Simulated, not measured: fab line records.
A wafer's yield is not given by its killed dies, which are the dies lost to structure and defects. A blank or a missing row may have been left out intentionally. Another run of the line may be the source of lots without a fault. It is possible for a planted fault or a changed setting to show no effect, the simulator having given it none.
A struck lot beside a sound one / flow nand-harc / 14 out of 1302 route steps
Sound: these wafers, L158.2, L158.3, L158.5. Wafers struck: L171.1, L171.2, L171.5. The cause is given at the end.
At each step with rows: each side's tool, then ch and its chambers, then its first start. Under that, the readings that differ: sound wafers / struck wafers / difference of the means / sigmas: that difference in standard deviations of wafers without a fault.
alike: readings with means less than 2 such deviations apart, plus words and numbers identical on both sides. not compared: withheld readings, readings lacking a value on some wafer, bounds such as >300 that could conceal the same value, and numbers that have no deviation in the record and whose values overlap.
A row with sigmas, a row that says differs or no value, or rows on one side alone: a step with any of these is where the two part. Numbers that have no deviation but don't overlap get no sigmas and don't part them. A reading that every wafer of one side lacks parts them only if that side has two wafers or more.

NHARC_A_DECK1_JOINT_ETCHBACK_00: etches the open film in HBr, target depth 30 nm, time 17.4 s.
  sound on rie-si-03 ch 0,2,3, day 14 07:37; struck on rie-si-06 ch 1,2,3, day 19 12:08
reading=oes-product-au (a.u.); sound=1.011 1.017 1.019; struck=0.979 0.988 1.003; difference=-0.026; sigmas=-2
  alike: drypump-motor-current-A, throttle-valve-pct
  not compared: rf-hours-counter-h
then, 8 steps without rows for these wafers: NHARC_A_DECK1_JOINT_PRECLEAN_30 (cleans in SC1); NHARC_A_DECK1_JOINT_SRD_31; NHARC_A_DECK1_JOINT_CVD_34 (deposits SiNx, target thk 20 nm); NHARC_A_DECK1_JOINT_DEP_06 (deposits SiOx, target thk 80 nm); NHARC_A_DECK1_JOINT_CURE_26 (time 32 s); NHARC_A_DECK1_JOINT_ANNEAL_27 (time 3600 s); NHARC_A_DECK1_JOINT_ANNEAL_28 (time 1800 s); NHARC_A_DECK1_JOINT_ANNEAL_29 (time 1800 s).
NHARC_A_DECK1_JOINT_CMP_02: polishes SiOx.
  sound on cmp-02 ch 1,3, day 15 05:42; struck on cmp-01 ch 0,1,3, day 20 10:46
  alike: motor-current-A, slurry-flow-ml-min
following that, these wafers have no rows for 1 step: NHARC_A_DECK1_JOINT_SRD_15.
NHARC_A_DECK1_JOINT_DEP_16: deposits SiO2, target thk 45 nm.
  sound on pecvd-03 ch 1,2, day 15 06:07; struck on pecvd-03 ch 1,2, day 20 11:11
  alike: heater-power-w, throttle-valve-pct
NHARC_A_DECK1_JOINT_THK_MEAS_17: measures by ellipsometry.
  struck on film-metro-02, day 20 11:38; sound on film-metro-02, day 15 06:22
reading=thk-nm (nm); sound=44.8 44.6 46.2; struck=51.3 48.7 50.8; difference=+5.1; sigmas=+4
  not compared: hold
NHARC_A_DECK1_JOINT_INSPECT_05:
  struck on defect-inspect-01, day 20 16:56; sound on defect-inspect-01, day 15 06:24
reading=hold; sound=- - -; struck=await-dispo/5.3h/release await-dispo/5.3h/release await-dispo/5.3h/release; difference=no value on the sound wafers; sigmas=
reading=raw-defect-count; sound=713 589 682; struck=356 417 333; difference=-293; sigmas=-2

== WHERE THEY PART ==
First at NHARC_A_DECK1_JOINT_ETCHBACK_00; last, within this record, at NHARC_A_DECK1_JOINT_INSPECT_05.

WHY: what the simulator had put in
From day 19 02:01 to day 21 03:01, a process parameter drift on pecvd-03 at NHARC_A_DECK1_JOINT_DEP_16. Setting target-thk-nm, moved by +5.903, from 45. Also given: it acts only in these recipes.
